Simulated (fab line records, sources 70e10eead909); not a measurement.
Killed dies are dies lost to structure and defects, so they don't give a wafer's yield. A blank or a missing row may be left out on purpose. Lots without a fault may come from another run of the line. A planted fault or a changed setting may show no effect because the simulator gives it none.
Chamber matching | flow nand_harc | NHARC_A_WL_FILL_ETCHBACK_26 on rie_si-01: 4 sister chambers
The step etches the open film in HBr, target depth 52 nm, time 13.3 s. 16 wafers are shown with their chamber, then 8 later ones without.

WAFERS WITH THEIR CHAMBER
wafer  | chamber | drypump_motor_current_A (A) | oes_product_au (a.u.) | throttle_valve_pct (%)
L075.3 | 3       | 5.1                         | 0.989                 | 23.262
L075.4 | 0       | 6.2                         | 0.994                 | 23.276
L075.6 | 1       | 5.8                         | 0.999                 | 23.265
L081.1 | 2       | 6.5                         | 1.002                 | 23.262
L081.3 | 1       | 5.8                         | 0.996                 | 23.250
L081.5 | 2       | 6.5                         | 0.998                 | 23.250
L082.1 | 1       | 5.8                         | 0.993                 | 23.253
L082.4 | 2       | 6.5                         | 0.998                 | 23.260
L082.5 | 3       | 5.1                         | 1.004                 | 23.246
L085.2 | 2       | 6.5                         | 0.998                 | 23.277
L085.3 | 3       | 5.1                         | 0.999                 | 23.255
L085.4 | 0       | 6.2                         | 1.005                 | 23.264
L090.1 | 3       | 5.2                         | 1.009                 | 23.264
L090.4 | 0       | 6.2                         | 1.001                 | 23.250
L090.5 | 1       | 5.8                         | 0.998                 | 23.264
L087.4 | 1       | 5.8                         | 0.997                 | 23.262

SIGNATURES (means of the wafers above)
reading                 | chamber 0 | chamber 1 | chamber 2 | chamber 3 | scatter within a chamber
drypump_motor_current_A | 6.200     | 5.800     | 6.500     | 5.125     | 0.025
oes_product_au          | 1.00000   | 0.99660   | 0.99900   | 1.00025   | 0.00511
throttle_valve_pct      | 23.26333  | 23.25880  | 23.26225  | 23.25675  | 0.00956
Rule: a wafer's distance from a chamber is the root of the sum, over the readings, of the square of ((its reading less the chamber's mean) divided by the reading's scatter). The wafer belongs to the nearest chamber; if the next one is less than 2 further off, it can't be placed. The scatter: the root of (the sum of the squares of (reading less its chamber's mean) over the shown wafers, divided by (wafers less chambers)).

WAFERS WITHOUT THEIR CHAMBER
wafer  | drypump_motor_current_A (A) | oes_product_au (a.u.) | throttle_valve_pct (%)
L087.5 | 6.5                         | 1.002                 | 23.281
L087.6 | 5.8                         | 1.000                 | 23.263
L087.1 | 6.5                         | 1.006                 | 23.273
L087.2 | 5.1                         | 1.004                 | 23.257
L087.3 | 6.2                         | 0.998                 | 23.265
L094.1 | 6.2                         | 0.998                 | 23.250
L094.2 | 6.5                         | 1.004                 | 23.268
L094.3 | 5.1                         | 1.007                 | 23.284

WHICH CHAMBER EACH WENT THROUGH
wafer  | from the rows above | in truth
L087.5 | 2                   | 2
L087.6 | 1                   | 1
L087.1 | 2                   | 2
L087.2 | 3                   | 3
L087.3 | 0                   | 0
L094.1 | 0                   | 0
L094.2 | 2                   | 2
L094.3 | 3                   | 3
Placed correctly: 8 of 8. Can't be placed from these rows: 0. Placed wrongly: 0.
